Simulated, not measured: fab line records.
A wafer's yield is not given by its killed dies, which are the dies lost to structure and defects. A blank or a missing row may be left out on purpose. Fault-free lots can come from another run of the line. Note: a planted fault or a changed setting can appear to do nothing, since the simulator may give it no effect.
Which of the tools did it?	flow n5Finfet	24 lots with 72 wafers sampled at 2 steps, on a route of 1938 steps

WHAT EACH GAUGE READ, for each wafer
N5_BEOL_M7_OVL_MEAS_12. Usual: M7_OVL 0.3 nm, standard deviation 0.88.
lot	measured	on	M7_OVL (nm)	flag
L074	day 8 23:21	overlay-02	0.7 2.0 0.5	
L076	day 9 04:34	overlay-02	-0.3 0.1 0.3	
L075	day 9 08:26	overlay-01	-0.3 0.4 0.2	
L078	day 9 11:28	overlay-01	-0.9 0.1 -0.8	
L077	day 9 16:35	overlay-01	0.6 -0.5 0.8	
L079	day 10 01:52	overlay-02	1.8 1.3 1.9	
L080	day 10 05:44	overlay-02	2.9 1.0 2.0	
L081	day 10 11:13	overlay-02	-1.1 -0.5 0.2	
L082	day 10 22:39	overlay-01	0.0 0.9 -1.3	
L083	day 11 03:26	overlay-02	1.2 1.0 0.7	
L084	day 11 09:16	overlay-02	0.3 0.4 -0.3	
L085	day 11 13:04	overlay-01	-0.7 -0.5 0.9	
L086	day 11 22:16	overlay-02	1.7 0.3 0.7	
L087	day 12 04:50	overlay-02	-0.6 0.0 0.1	
L088	day 12 08:49	overlay-02	0.8 1.4 1.2	
L089	day 12 11:56	overlay-02	-0.1 0.9 0.4	
L090	day 12 13:42	overlay-01	0.8 0.7 0.7	
L091	day 13 04:05	overlay-01	0.4 0.1 1.4	
L092	day 13 13:10	overlay-02	-1.0 -1.3 -0.3	
L094	day 13 18:41	overlay-02	0.9 0.2 0.0	
L093	day 14 00:47	overlay-02	-1.1 0.6 -0.4	
L095	day 14 04:59	overlay-01	0.3 1.0 0.5	
L096	day 14 14:04	overlay-01	0.9 1.9 0.1	
L097	day 14 21:22	overlay-02	0.5 1.3 0.1	

N5_BEOL_M7_INSPECT_13: inspects for defects (brightfield). Usual: rawDefectCount 430, standard deviation 110.
lot	measured	on	rawDefectCount	flag
L074	day 8 23:22	defectInspect-01	384 521 508	
L076	day 9 04:35	defectInspect-02	377 342 296	
L075	day 9 08:28	defectInspect-01	326 556 434	
L078	day 9 11:29	defectInspect-01	479 574 568	
L077	day 9 16:36	defectInspect-01	505 474 498	
L079	day 10 01:53	defectInspect-01	315 253 398	
L080	day 10 05:46	defectInspect-01	391 362 314	
L081	day 10 11:15	defectInspect-01	386 343 413	
L082	day 10 22:40	defectInspect-01	501 384 401	
L083	day 11 03:28	defectInspect-02	486 533 435	
L084	day 11 09:17	defectInspect-01	601 378 483	
L085	day 11 13:06	defectInspect-01	497 399 520	
L086	day 11 22:17	defectInspect-02	580 546 420	
L087	day 12 04:52	defectInspect-02	326 369 354	
L088	day 12 08:50	defectInspect-01	728 386 404	
L089	day 12 11:57	defectInspect-02	378 441 513	
L090	day 12 13:44	defectInspect-01	370 349 378	
L091	day 13 04:06	defectInspect-02	465 452 501	
L092	day 13 13:11	defectInspect-01	499 382 641	
L094	day 13 18:43	defectInspect-02	450 381 463	
L093	day 14 00:49	defectInspect-01	671 410 520	
L095	day 14 05:01	defectInspect-02	275 285 272	
L096	day 14 14:05	defectInspect-01	553 513 485	
L097	day 14 21:23	defectInspect-02	278 332 248	

EACH LOT AND THE TOOL THAT RAN IT (in order: tool; ch and the chambers of the sampled wafers; start)
The record holds no process step before these readings.

AS READ BY THE TOOLS THEMSELVES (means over the sampled wafers that have a number; for cases with no such wafer, the mark the record gives instead)
The record holds no such reading with a usual standard deviation.

THE ANSWER, worked out from the rows above alone
Rule: a lot counts as off when the mean over its wafers that have a number is more than 3 standard deviations away from the usual mean. Also off: a lot with no number at a reading for which 4 or more lots have one. Any other lot the step has rows for is counted as sound. The gauges are gone through in route order, then the tools' own readings, and for those a lot's mean is taken as printed above. At the first step where some lot is off, the reading lying furthest off is the one used; lots without a number count as furthest.
No lot is off at any reading shown: from this, nothing can be told.

WHAT THE SIMULATOR HAD INSERTED
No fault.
